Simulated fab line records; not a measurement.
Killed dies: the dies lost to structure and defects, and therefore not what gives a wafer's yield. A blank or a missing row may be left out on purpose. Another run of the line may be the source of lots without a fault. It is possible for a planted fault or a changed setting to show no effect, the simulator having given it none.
The tool behind it: which one? :: flow nand harc :: 6 lots, 18 wafers sampled, at 1 step of a route of 1159

== WHAT EACH GAUGE READ, for each wafer ==
NHARC_P_M2_CD_MEAS_16.
lot: L271
measured: day 6 07:53
on: cd sem-01
cd nm (nm): 170.2 168.9 169.4

lot: L273
measured: day 7 01:31
on: cd sem-02
cd nm (nm): 171.1 170.8 171.5

lot: L274
measured: day 7 11:28
on: cd sem-03
cd nm (nm): 170.5 169.9 170.3

lot: L278
measured: day 8 09:13
on: cd sem-03
cd nm (nm): 169.7 168.7 169.0

lot: L281
measured: day 9 11:09
on: cd sem-03
cd nm (nm): 169.9 169.2 169.1

lot: L282
measured: day 9 12:10
on: cd sem-02
cd nm (nm): 171.4 170.0 170.1

== WHAT TOOL EACH LOT RAN ON (gives the tool, then ch and the chambers of the sampled wafers, and finally the start) ==
The record holds no process step before these readings.

== THE ANSWER, worked out from the rows above alone ==
Rule: the usual values come from the lots themselves. The widest of any qualifying gaps counts: lots, ordered by their means at a reading, are off when they make up no more than a third of the lots, leave a main group of 4 or more, and stand apart from it by 3 or more times the standard deviation of that group's means. If all means in a main group match to the digits the tables above print for the reading, that group is not used. Also off: a lot with no number at a reading for which 4 or more lots have one. Where the step has rows for the other lots, those lots are counted as sound.
No lot is off at any reading shown: from this, nothing can be told.

== WHAT HAD BEEN PUT IN BY THE SIMULATOR ==
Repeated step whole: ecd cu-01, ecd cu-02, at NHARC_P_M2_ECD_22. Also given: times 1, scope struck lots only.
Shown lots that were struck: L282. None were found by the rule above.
